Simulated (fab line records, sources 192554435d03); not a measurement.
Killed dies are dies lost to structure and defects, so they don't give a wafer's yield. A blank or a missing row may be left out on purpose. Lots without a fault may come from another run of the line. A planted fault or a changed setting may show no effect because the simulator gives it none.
Problem report in the 8D (eight disciplines) form, filled by code | flow n5_finfet | the parts of the form that need people (team, actions taken, sign-off) are left out

1. THE PROBLEM
trench_depth_nm at N5_FIN_SAQP_OCD_MEAS_76 reads a mean of 103.5 nm on 1 wafer of 1 lot; wafers without a fault read 119.2 nm with a standard deviation of 2. That is -7.9 standard deviations from the usual mean.
First seen on wafer L700.2, day 4 18:04, on ocd-01. The record holds 25 wafers of 9 lots with a number at this step. Rule for "out", or "out of limits": more than 4 standard deviations from the usual mean. The other wafers with a number count as sound.

2. WHAT IT IS AND WHAT IT IS NOT
question                    | is               | is not
which readings at this step | trench_depth_nm  | -
which lots                  | L700             | L691, L692, L694, L707, L708, L709, L711, L713
which wafers of those lots  | L700.2           | L700.1, L700.4
read on which gauges        | ocd-01           | ocd-02
when                        | from day 4 18:04 | up to then (11 sound wafers); but 13 sound wafers of L707, L708, L709, L711, L713 came after

3. SUSPECTS, AND WHAT RULES EACH OUT
Counting: a tool at a process step up to the reading stays a suspect if it ran every lot that is out. Sound lots after the first of them don't rule it out here, since some wafers of a struck lot are sound.
- the gauge at N5_FIN_SAQP_OCD_MEAS_76: ruled out. All the wafers that are out were read on ocd-01, but those of them that N5_FIN_SAQP_FIN_ETCH_36 has rows for are out there too, on other tools.
- rie_diel-01 at N5_FIN_SAQP_ETCH_52 (etches SOC in N2/H2, target depth 100 nm, overetch 20 nm, time 150 s): kept. It ran the lot that is out, L700 (day 4 11:23).
- ald_sin-02 at N5_FIN_SAQP_SPACER1_ALD_24 (deposits SiO2, target thk 20.3 nm, pulse time 1 s, purge time 2 s): kept. It ran the lot that is out, L700 (day 4 13:28); its last sound lot up to then is L694 (day 3 02:32).
- rie_diel-02 at N5_FIN_SAQP_STRIP_70 (strips in N2/H2): kept. It ran the lot that is out, L700 (day 4 15:33).
- rie_si-03 at N5_FIN_SAQP_FIN_ETCH_36 (etches the open film in HBr/Cl2/O2, target depth 120 nm, time 50.4 s): kept. It ran the lot that is out, L700 (day 4 17:51); its last sound lot up to then is L694 (day 3 05:37). Its own readings are out on those wafers: oes_o_777_au, oes_product_au, rf_fwd_power_W.
- Within rie_diel-01 at N5_FIN_SAQP_ETCH_52: the wafers that are out ran in chamber 0; their sound lot-mates ran in chambers 1, 2.
- Within ald_sin-02 at N5_FIN_SAQP_SPACER1_ALD_24: the wafers that are out ran in chamber 2; their sound lot-mates ran in chambers 0, 3.
- Within rie_diel-02 at N5_FIN_SAQP_STRIP_70: the wafers that are out ran in chamber 3; their sound lot-mates ran in chambers 0, 1.
- Within rie_si-03 at N5_FIN_SAQP_FIN_ETCH_36: the wafers that are out ran in chamber 2; their sound lot-mates ran in chambers 1, 3.
Left after counting: rie_diel-01 at N5_FIN_SAQP_ETCH_52, ald_sin-02 at N5_FIN_SAQP_SPACER1_ALD_24, rie_diel-02 at N5_FIN_SAQP_STRIP_70, rie_si-03 at N5_FIN_SAQP_FIN_ETCH_36.

4. THE CAUSE (what the simulator had put in)
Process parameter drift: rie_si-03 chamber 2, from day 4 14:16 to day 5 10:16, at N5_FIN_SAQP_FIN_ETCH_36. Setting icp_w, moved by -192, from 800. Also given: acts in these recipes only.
Counting left 4 suspects, and this tool is among them.

5. THE CHAIN OF EFFECTS, in route order
Each row: a reading whose mean over the struck wafers that have a number lies more than 3 standard deviations from the usual. Only readings for which the record gives a usual standard deviation are gone through. hours: the time from each lot's start at the first step in this table that gives one to its start at this step, as a median over the lots. sigmas: the change in usual standard deviations.
hours | step                    | reading         | usual      | on struck wafers | change | sigmas
0     | N5_FIN_SAQP_FIN_ETCH_36 | oes_o_777_au    | 0.98 a.u.  | 0.51             | -0.47  | -9.8
0     | N5_FIN_SAQP_FIN_ETCH_36 | oes_product_au  | 0.992 a.u. | 0.873            | -0.119 | -5.9
0     | N5_FIN_SAQP_FIN_ETCH_36 | rf_fwd_power_W  | 796.6 W    | 605.6            | -191.0 | -76
0     | N5_FIN_SAQP_OCD_MEAS_76 | trench_depth_nm | 119.2 nm   | 103.5            | -15.7  | -7.9
The process steps in it:
- N5_FIN_SAQP_FIN_ETCH_36: etches the open film in HBr/Cl2/O2, target depth 120 nm, time 50.4 s.
Later measuring or inspecting steps at which every struck wafer that the step has a row for has a number for every such reading, and none has moved that far: N5_BEOL_M4_RC_MEAS_101.

6. WHAT WOULD HAVE CAUGHT IT SOONER
In this record the first reading out of limits at a measuring or inspecting step was taken at day 4 18:04, 4 hours after the fault began at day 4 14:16.
The tool's own readings at N5_FIN_SAQP_FIN_ETCH_36 were out on every struck wafer that the step has a row for (oes_o_777_au, oes_product_au, rf_fwd_power_W): an alarm limit on them would have fired on the first of those.
All the lots that are out (1) had begun N5_FIN_SAQP_FIN_ETCH_36 on rie_si-03 by day 4 18:04. A hold on the tool at that time would have spared none of them.
